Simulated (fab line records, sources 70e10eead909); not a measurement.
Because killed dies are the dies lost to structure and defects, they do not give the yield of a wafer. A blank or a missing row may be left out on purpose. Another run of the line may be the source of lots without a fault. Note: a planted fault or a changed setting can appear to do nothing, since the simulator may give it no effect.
The tool behind it: which one? | flow nand-harc | Sampling: 12 lots, 36 wafers, 5 of 1159 route steps

== WHAT EACH GAUGE READ, for each wafer ==
NHARC_P_M0_INSPECT_11. Usual: raw-defect-count 4.0, standard deviation 2.2.
lot  | measured     | on                | raw-defect-count | flag
L335 | day 5 19:59  | defect-inspect-02 | 3 4 6            |
L336 | day 6 11:53  | defect-inspect-02 | 4 1 6            |
L338 | day 6 14:26  | defect-inspect-01 | 5 3 4            |
L339 | day 6 21:22  | defect-inspect-02 | 1 3 2            |
L341 | day 6 22:47  | defect-inspect-02 | 4 4 2            |
L342 | day 7 19:42  | defect-inspect-01 | 4 3 2            |
L349 | day 9 21:09  | defect-inspect-02 | 3 1 4            |
L350 | day 9 22:07  | defect-inspect-01 | 5 1 5            |
L351 | day 10 02:58 | defect-inspect-02 | 4 2 3            |
L352 | day 10 06:04 | defect-inspect-01 | 4 3 2            |
L354 | day 10 12:17 | defect-inspect-01 | 3 6 2            |
L357 | day 11 04:10 | defect-inspect-01 | 9 11 6           |

NHARC_END_SORT_01. Usual: defect-limited-yield 95.4 %, standard deviation 1.8; killed-at-array 28, standard deviation 11; killed-at-other 0.7, standard deviation 0.88; killed-at-periphery 3.1, standard deviation 2.2; killed-dies 31, standard deviation 12; killed-open 3.3, standard deviation 2; killed-short 2.0, standard deviation 1.6; sort_bin_2_pct 1.5 %, standard deviation 0.73; sort_bin_3_pct 0.27 %, standard deviation 0.22; sort_bin_4_pct 2.9 %, standard deviation 1.1; sort-n-pass 646, standard deviation 12; sort-rim-yield-pct 93 %, standard deviation 3.9; sort-yield-pct 95.4 %, standard deviation 1.8.
lot  | measured     | on        | defect-limited-yield (%) | killed-at-array | killed-at-other | killed-at-periphery | killed-dies | killed-open | killed-short | sort_bin_2_pct (%) | sort_bin_3_pct (%) | sort_bin_4_pct (%) | sort-n-pass | sort-rim-yield-pct (%) | sort-yield-pct (%) | flag
L350 | day 23 19:16 | prober-02 | 97.8                     | 11              | 0               | 4                   | 15          | 1           | 1            | 0.7                | 0.30               | 1.2                | 662         | 98                     | 97.8               |
L351 | day 24 19:41 | prober-01 | 92.6                     | 43              | 0               | 7                   | 50          | 6           | 2            | 2.2                | 0.59               | 4.6                | 627         | 90                     | 92.6               |

== EACH LOT AND THE TOOL THAT RAN IT (in order: tool; ch and the chambers of the sampled wafers; start) ==
lot  | NHARC_P_M0_DEGAS_28          | NHARC_P_M1_ETCH_35                 | NHARC_P_M1_PRE_CLEAN_30
L335 | pvd-sputter-03, day 5 21:03  | rie-diel-13 ch 0,1,3, day 6 00:25  | pvd-sputter-01, no start
L336 | pvd-sputter-03, day 6 12:52  | rie-diel-04 ch 0,1,3, day 6 16:25  | pvd-sputter-01, no start
L338 | pvd-sputter-02, day 6 15:26  | rie-diel-13 ch 0,3, day 6 18:57    | pvd-sputter-02, no start
L339 | pvd-sputter-03, day 6 22:20  | rie-diel-13 ch 1,2,3, day 7 01:29  | pvd-sputter-03, no start
L341 | pvd-sputter-03, day 6 23:49  | rie-diel-08 ch 0,2,3, day 7 03:08  | pvd-sputter-03, no start
L342 | pvd-sputter-03, day 7 20:45  | rie-diel-04 ch 0,3, day 7 23:58    | pvd-sputter-01, no start
L349 | pvd-sputter-01, day 9 22:08  | rie-diel-08 ch 0,1,2, day 10 01:44 | pvd-sputter-03, no start
L350 | pvd-sputter-01, day 9 23:08  | rie-diel-04 ch 0,1,2, day 10 02:29 | pvd-sputter-03, day 23 19:16 or earlier
L351 | pvd-sputter-01, day 10 03:56 | rie-diel-04 ch 0,1,2, day 10 07:11 | pvd-sputter-03, day 24 19:41 or earlier
L352 | pvd-sputter-01, day 10 07:03 | rie-diel-08 ch 1,2,3, day 10 10:16 | pvd-sputter-01, no start
L354 | pvd-sputter-02, day 10 13:19 | rie-diel-13 ch 0,2, day 10 16:59   | pvd-sputter-03, no start
L357 | pvd-sputter-03, day 11 05:19 | rie-diel-13 ch 2,3, day 11 08:50   | pvd-sputter-02, no start
- NHARC_P_M0_DEGAS_28: time 60 s.
- NHARC_P_M1_ETCH_35: etches the open film in N2/H2, target depth 40 nm, overetch 12 nm, time 43.94 s.
- NHARC_P_M1_PRE_CLEAN_30: time 30 s.

== AS READ BY THE TOOLS THEMSELVES (means over the sampled wafers that have a number; for cases with no such wafer, the mark the record gives instead) ==
NHARC_P_M0_DEGAS_28. Usual: heater-power-w 334 W, standard deviation 37.
lot  | tool           | heater-power-w (W) | flag
L335 | pvd-sputter-03 | 324                |
L336 | pvd-sputter-03 | 337                |
L338 | pvd-sputter-02 | 317                |
L339 | pvd-sputter-03 | 327                |
L341 | pvd-sputter-03 | 322                |
L342 | pvd-sputter-03 | 338                |
L349 | pvd-sputter-01 | 347                |
L350 | pvd-sputter-01 | 316                |
L351 | pvd-sputter-01 | 322                |
L352 | pvd-sputter-01 | 318                |
L354 | pvd-sputter-02 | 329                |
L357 | pvd-sputter-03 | 336                |

NHARC_P_M1_ETCH_35. Usual: bias-w 150.0 W, standard deviation 0.41; drypump-motor-current-A 5.6 A, standard deviation 0.52; n2-flow-sccm 150.0 sccm, standard deviation 0.45; oes-product-au 1.006 a.u., standard deviation 0.0079; rf-vpp-V 432.8 V, standard deviation 2.1; run-length-s 65.1 s, standard deviation 0.4; showerhead-plenum-p-Torr 2.12 Torr, standard deviation 0.075; throttle-valve-pct 14.172 %, standard deviation 0.0091.
lot  | tool        | bias-w (W) | drypump-motor-current-A (A) | n2-flow-sccm (sccm) | oes-product-au (a.u.) | rf-vpp-V (V) | run-length-s (s) | showerhead-plenum-p-Torr (Torr) | throttle-valve-pct (%) | flag
L335 | rie-diel-13 | 149.6      | 5.7                         | 149.9               | 1.002                 | 430.3        | 65.0             | 2.03                            | 14.174                 |
L336 | rie-diel-04 | 149.9      | 5.6                         | 149.9               | 1.007                 | 433.0        | 65.3             | 2.12                            | 14.170                 |
L338 | rie-diel-13 | 149.8      | 5.3                         | 149.7               | 1.016                 | 428.8        | 64.8             | 1.97                            | 14.172                 |
L339 | rie-diel-13 | 150.1      | 5.7                         | 150.3               | 1.003                 | 432.7        | 65.2             | 2.11                            | 14.164                 |
L341 | rie-diel-08 | 149.7      | 5.5                         | 150.3               | 1.013                 | 433.1        | 65.2             | 2.16                            | 14.176                 |
L342 | rie-diel-04 | 149.8      | 5.2                         | 149.9               | 1.004                 | 432.0        | 65.2             | 2.08                            | 14.172                 |
L349 | rie-diel-08 | 150.2      | 5.6                         | 150.4               | 1.014                 | 432.9        | 65.3             | 2.13                            | 14.169                 |
L350 | rie-diel-04 | 149.9      | 5.8                         | 149.9               | 1.007                 | 434.5        | 60.2             | 2.18                            | 14.170                 | OFF
L351 | rie-diel-04 | 150.2      | 5.8                         | 149.9               | 1.001                 | 433.7        | 60.3             | 2.18                            | 14.178                 | OFF
L352 | rie-diel-08 | 150.2      | 5.8                         | 150.0               | 1.003                 | 433.4        | 65.2             | 2.14                            | 14.175                 |
L354 | rie-diel-13 | 150.5      | 5.3                         | 149.9               | 1.011                 | 429.3        | 64.8             | 1.99                            | 14.179                 |
L357 | rie-diel-13 | 150.0      | 5.3                         | 150.1               | 0.995                 | 433.1        | 65.1             | 2.11                            | 14.168                 |

NHARC_P_M1_PRE_CLEAN_30. Usual: heater-power-w 410 W, standard deviation 47.
lot  | tool           | heater-power-w (W) | flag
L335 | pvd-sputter-01 | 436                |
L336 | pvd-sputter-01 | 437                |
L338 | pvd-sputter-02 | 393                |
L339 | pvd-sputter-03 | 399                |
L341 | pvd-sputter-03 | 422                |
L342 | pvd-sputter-01 | 434                |
L349 | pvd-sputter-03 | 387                |
L350 | pvd-sputter-03 | 383                |
L351 | pvd-sputter-03 | 423                |
L352 | pvd-sputter-01 | 388                |
L354 | pvd-sputter-03 | 449                |
L357 | pvd-sputter-02 | 405                |

== THE ANSWER, worked out from the rows above alone ==
Rule: lot off if the mean of its wafers having a number is beyond 3 standard deviations from the usual mean. A lot without any number at a reading at which 4 lots or more have one is off too. Where the step has rows for the other lots, those lots are counted as sound. First the gauges in route order, then the tools' own readings, where a lot's mean is used as printed above. At the first step where some lot is off, the reading lying furthest off is the one used; lots without a number count as furthest.
Off: L350, L351 (NHARC_P_M1_ETCH_35, run-length-s).
If a tool, at that step or one of the process steps before it, ran each lot that is off and ran no sound lot following the first of them, it fits. One candidate fits, namely rie-diel-04 at NHARC_P_M1_ETCH_35. A fault onset in the window from L342 (day 7 23:58, its last sound lot) to L350 (day 10 02:29, its first lot off) fits.
On the lots that are off, the tool's own readings at NHARC_P_M1_ETCH_35 differ by more than 5 times the standard deviation of the sound lots' means, which bears it out; run-length-s reads 60.2 s there versus 65.1 s on the sound lots.

== WHAT THE SIMULATOR HAD PUT IN ==
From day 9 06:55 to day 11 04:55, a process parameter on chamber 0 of rie-diel-04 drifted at NHARC_P_M1_ETCH_35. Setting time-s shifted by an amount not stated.
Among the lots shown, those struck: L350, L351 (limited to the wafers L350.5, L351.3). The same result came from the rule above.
